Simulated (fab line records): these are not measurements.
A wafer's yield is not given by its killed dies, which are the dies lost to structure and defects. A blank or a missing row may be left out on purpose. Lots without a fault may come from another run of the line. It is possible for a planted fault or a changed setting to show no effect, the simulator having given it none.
Which tool was responsible? || flow n5 finfet || Sampling: 6 lots, 18 wafers, 5 of 1938 route steps

## WHAT EACH GAUGE READ, for each wafer
N5_MOL_CONTACT_COAG_THK_MEAS_29.
{"lot": "L753", "measured": "day 5 10:58", "on": "film metro-02", "MD_CAP_THK (nm)": "17.94 18.00 17.82"}
{"lot": "L755", "measured": "day 5 18:23", "on": "film metro-02", "MD_CAP_THK (nm)": "17.84 17.92 17.81"}
{"lot": "L759", "measured": "day 7 06:20", "on": "film metro-02", "MD_CAP_THK (nm)": "17.80 17.87 17.91"}
{"lot": "L766", "measured": "day 8 17:01", "on": "film metro-01", "MD_CAP_THK (nm)": "17.97 17.95 17.96"}
{"lot": "L770", "measured": "day 9 12:19", "on": "film metro-01", "MD_CAP_THK (nm)": "17.76 17.88 17.76"}
{"lot": "L775", "measured": "day 10 17:47", "on": "film metro-02", "MD_CAP_THK (nm)": "18.06 17.86 17.95"}

## WHAT TOOL EACH LOT RAN ON (gives the tool, then ch and the chambers of the sampled wafers, and finally the start)
{"lot": "L753", "N5_MOL_CONTACT_COAG_TI_SIL_19": "pvd sputter-01, day 5 04:43", "N5_MOL_CONTACT_COAG_SIL_ANNEAL_21": "rtp anneal-01 ch 0, day 5 05:16", "N5_MOL_CONTACT_COAG_SPUTTER_130": "pvd sputter-03, day 5 08:07", "N5_MOL_CONTACT_COAG_CMP_23": "cmp-03 ch 0,3, day 5 08:17"}
{"lot": "L755", "N5_MOL_CONTACT_COAG_TI_SIL_19": "pvd sputter-02, day 5 12:04", "N5_MOL_CONTACT_COAG_SIL_ANNEAL_21": "rtp anneal-01 ch 0, day 5 12:45", "N5_MOL_CONTACT_COAG_SPUTTER_130": "pvd sputter-01, day 5 15:29", "N5_MOL_CONTACT_COAG_CMP_23": "cmp-02 ch 1,2,3, day 5 15:44"}
{"lot": "L759", "N5_MOL_CONTACT_COAG_TI_SIL_19": "pvd sputter-03, day 6 20:16", "N5_MOL_CONTACT_COAG_SIL_ANNEAL_21": "rtp anneal-02 ch 0, day 6 20:50", "N5_MOL_CONTACT_COAG_SPUTTER_130": "pvd sputter-03, day 7 03:23", "N5_MOL_CONTACT_COAG_CMP_23": "cmp-02 ch 0,2,3, day 7 03:41"}
{"lot": "L766", "N5_MOL_CONTACT_COAG_TI_SIL_19": "pvd sputter-02, day 8 07:24", "N5_MOL_CONTACT_COAG_SIL_ANNEAL_21": "rtp anneal-01 ch 0, day 8 07:54", "N5_MOL_CONTACT_COAG_SPUTTER_130": "pvd sputter-03, day 8 14:06", "N5_MOL_CONTACT_COAG_CMP_23": "cmp-02 ch 0,1, day 8 14:20"}
{"lot": "L770", "N5_MOL_CONTACT_COAG_TI_SIL_19": "pvd sputter-01, day 9 03:20", "N5_MOL_CONTACT_COAG_SIL_ANNEAL_21": "rtp anneal-02 ch 0, day 9 03:50", "N5_MOL_CONTACT_COAG_SPUTTER_130": "pvd sputter-01, day 9 09:25", "N5_MOL_CONTACT_COAG_CMP_23": "cmp-02 ch 0,1,3, day 9 09:36"}
{"lot": "L775", "N5_MOL_CONTACT_COAG_TI_SIL_19": "pvd sputter-01, day 10 10:16", "N5_MOL_CONTACT_COAG_SIL_ANNEAL_21": "rtp anneal-01 ch 0, day 10 10:50", "N5_MOL_CONTACT_COAG_SPUTTER_130": "pvd sputter-03, day 10 14:55", "N5_MOL_CONTACT_COAG_CMP_23": "cmp-02 ch 0,1,3, day 10 15:06"}
- N5_MOL_CONTACT_COAG_TI_SIL_19: material Ti, target thk 4.2 nm, time 15 s.
- N5_MOL_CONTACT_COAG_SIL_ANNEAL_21: time 60 s.
- N5_MOL_CONTACT_COAG_SPUTTER_130: material Co, target thk 47.5 nm.
- N5_MOL_CONTACT_COAG_CMP_23: polishes, stops on SiO2, t overpolish 1.5 s, target thk 0 nm.

## THE ANSWER, worked out from the rows above alone
Rule: usual is defined by the lots themselves. Put in order of their means at a reading, lots are off if they are a third of the lots or fewer, leave a main group of 4 or more, and stand apart from it by a gap of 3 or more times the standard deviation of the main group's means; of several such gaps the widest counts. A main group whose means are all the same, to the digits that the tables above print for the reading, isn't used. Also off: a lot with no number at a reading for which 4 or more lots have one. All remaining lots with rows at the step are treated as sound.
Nothing can be told from this: no lot is off at any reading shown.

## WHAT WAS PUT IN BY THE SIMULATOR
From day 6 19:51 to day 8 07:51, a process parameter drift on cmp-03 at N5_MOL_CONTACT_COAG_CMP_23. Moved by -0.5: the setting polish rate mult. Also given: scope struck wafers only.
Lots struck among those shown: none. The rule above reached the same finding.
